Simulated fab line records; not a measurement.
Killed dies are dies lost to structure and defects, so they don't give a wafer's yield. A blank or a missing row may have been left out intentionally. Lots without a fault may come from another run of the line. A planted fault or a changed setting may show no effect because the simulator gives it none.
Matching of chambers | flow n5_finfet | N5_BEOL_M5_PECVD_70 on pecvd-03: 3 sister chambers
The step deposits SiO2 from TEOS/O2, target thk 16 nm, time 18 s. 14 wafers are shown with their chamber, then 7 later ones without.

WAFERS WITH THEIR CHAMBER
wafer  | chamber | throttle_valve_pct (%) | heater_power_w (W) | showerhead_plenum_p_Torr (Torr)
L078.1 | 2       | 21.7                   | 931                | 8.77
L078.3 | 0       | 24.9                   | 667                | 8.74
L078.4 | 2       | 21.6                   | 916                | 8.78
L080.2 | 0       | 24.9                   | 647                | 8.72
L080.3 | 1       | 23.2                   | 775                | 8.77
L080.6 | 2       | 21.4                   | 905                | 8.77
L084.2 | 2       | 21.6                   | 850                | 8.79
L084.3 | 0       | 25.0                   | 646                | 8.76
L084.4 | 0       | 24.7                   | 651                | 8.74
L093.1 | 1       | 22.9                   | 806                | 8.80
L093.3 | 0       | 24.7                   | 591                | 8.75
L093.6 | 0       | 24.8                   | 601                | 8.73
L094.1 | 0       | 25.1                   | 656                | 8.74
L094.2 | 2       | 21.8                   | 847                | 8.79

SIGNATURES (means of the wafers above)
reading                  | chamber 0 | chamber 1 | chamber 2 | scatter within a chamber
throttle_valve_pct       | 24.871    | 23.050    | 21.620    | 0.156
heater_power_w           | 637.00    | 790.50    | 889.80    | 32.4
showerhead_plenum_p_Torr | 8.7400    | 8.7850    | 8.7800    | 0.013
Rule: for each reading, subtract the chamber's mean from the wafer's reading, divide by that reading's scatter and square the result; add these up over the readings and take the root, which gives the wafer's distance from the chamber. The wafer belongs to the nearest chamber; if the next one is less than 2 further off, it can't be placed. How the scatter is found: for the shown wafers, subtract from each reading the mean of its chamber, square and add these, divide the total by (wafers less chambers), then take the root.

WAFERS WITHOUT THEIR CHAMBER
wafer  | throttle_valve_pct (%) | heater_power_w (W) | showerhead_plenum_p_Torr (Torr)
L094.3 | 23.1                   | 768                | 8.81
L097.1 | 23.2                   | 768                | 8.77
L097.3 | 24.8                   | 642                | 8.73
L097.6 | 23.2                   | 797                | 8.77
L096.4 | 23.0                   | 758                | 8.75
L096.5 | 24.8                   | 617                | 8.77
L096.6 | 21.8                   | 948                | 8.78

WHICH CHAMBER EACH WENT THROUGH
wafer  | from the rows above | in truth
L094.3 | 1                   | 1
L097.1 | 1                   | 1
L097.3 | 0                   | 0
L097.6 | 1                   | 1
L096.4 | 1                   | 1
L096.5 | 0                   | 0
L096.6 | 2                   | 2
7 of 7 placed correctly. Left unplaced by these rows: 0. Number placed wrongly: 0.
